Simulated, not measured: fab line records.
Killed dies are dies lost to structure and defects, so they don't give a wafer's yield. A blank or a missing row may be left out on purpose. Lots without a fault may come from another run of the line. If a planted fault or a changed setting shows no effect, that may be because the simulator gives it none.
What tool caused it? || flow nandHarc || 18 wafers from 6 lots sampled at 5 of the route's 1302 steps

WHAT THE GAUGES SHOWED, per wafer
NHARC_END_SORT_01.
{"lot": "L928", "measured": "day 24 10:16", "on": "prober-01", "killedAtArray": "41 46 47"}

TOOL THAT RAN EACH LOT (tool first, then ch and the chambers of the sampled wafers, then the start)
{"lot": "L928", "NHARC_A_CHANNEL_FILL_D2_ALD_02": "aldHk-04 ch 0,2,3, day 13 18:46", "NHARC_A_CHANNEL_FILL_D2_ALD_25": "aldHk-04 ch 0,1,2, day 15 09:20", "NHARC_A_CHANNEL_FILL_D2_CMP_10": "cmp-04 ch 0,1,2, day 15 20:26", "NHARC_A_STAIRCASE_DEP_156": "pecvd-02 ch 0, day 15 21:07"}
{"lot": "L932", "NHARC_A_CHANNEL_FILL_D2_ALD_02": "aldHk-04 ch 0,1,2, day 15 19:13", "NHARC_A_CHANNEL_FILL_D2_ALD_25": "aldHk-04 ch 2,3, day 17 06:36", "NHARC_A_CHANNEL_FILL_D2_CMP_10": "cmp-04 ch 0,1, day 17 17:53", "NHARC_A_STAIRCASE_DEP_156": "pecvd-01 ch 0,1,2, day 17 18:37"}
{"lot": "L939", "NHARC_A_CHANNEL_FILL_D2_ALD_02": "aldHk-01 ch 0,1,2, day 17 20:10", "NHARC_A_CHANNEL_FILL_D2_ALD_25": "aldHk-01 ch 0,2,3, day 19 05:50", "NHARC_A_CHANNEL_FILL_D2_CMP_10": "cmp-01 ch 0,1,2, day 19 17:59", "NHARC_A_STAIRCASE_DEP_156": "pecvd-01 ch 0,1, day 19 18:41"}
{"lot": "L942", "NHARC_A_CHANNEL_FILL_D2_ALD_02": "aldHk-04 ch 0,1,2, day 19 16:19", "NHARC_A_CHANNEL_FILL_D2_ALD_25": "aldHk-03 ch 0,2,3, day 21 05:44", "NHARC_A_CHANNEL_FILL_D2_CMP_10": "cmp-01 ch 0,2, day 21 15:36", "NHARC_A_STAIRCASE_DEP_156": "pecvd-02 ch 1,2, day 21 16:19"}
{"lot": "L946", "NHARC_A_CHANNEL_FILL_D2_ALD_02": "aldHk-03 ch 2,3, day 21 01:39", "NHARC_A_CHANNEL_FILL_D2_ALD_25": "aldHk-03 ch 0,3, day 22 20:56", "NHARC_A_CHANNEL_FILL_D2_CMP_10": "cmp-04 ch 2,3, day 23 07:14", "NHARC_A_STAIRCASE_DEP_156": "pecvd-02 ch 1,2, day 23 07:56"}
{"lot": "L948", "NHARC_A_CHANNEL_FILL_D2_ALD_02": "aldHk-03 ch 0,1,3, day 22 09:35", "NHARC_A_CHANNEL_FILL_D2_ALD_25": "aldHk-04 ch 1,2,3, day 23 22:29", "NHARC_A_CHANNEL_FILL_D2_CMP_10": "cmp-02 ch 0,2, day 24 09:13", "NHARC_A_STAIRCASE_DEP_156": "pecvd-02 ch 0,2, day 24 09:56"}
- NHARC_A_CHANNEL_FILL_D2_ALD_02: deposits SiO2, target thk 6 nm, pulse time 10 s, ald cycles 60.
- NHARC_A_CHANNEL_FILL_D2_ALD_25: deposits SiOx, target thk 60 nm, pulse time 10 s, ald cycles 600.
- NHARC_A_CHANNEL_FILL_D2_CMP_10: polishes, target thk 150 nm.
- NHARC_A_STAIRCASE_DEP_156: deposits SiNx, target thk 50 nm.

THE ANSWER, worked out from the rows above alone
Rule: the lots themselves supply what counts as usual. The widest of any qualifying gaps counts: lots, ordered by their means at a reading, are off when they make up no more than a third of the lots, leave a main group of 4 or more, and stand apart from it by 3 or more times the standard deviation of that group's means. If all means in a main group match to the digits the tables above print for the reading, that group is not used. Also off: a lot with no number at a reading for which 4 or more lots have one. Where the step has rows for the other lots, those lots are counted as sound.
No lot is off at any reading shown: from this, nothing can be told.

WHAT WAS PUT IN BY THE SIMULATOR
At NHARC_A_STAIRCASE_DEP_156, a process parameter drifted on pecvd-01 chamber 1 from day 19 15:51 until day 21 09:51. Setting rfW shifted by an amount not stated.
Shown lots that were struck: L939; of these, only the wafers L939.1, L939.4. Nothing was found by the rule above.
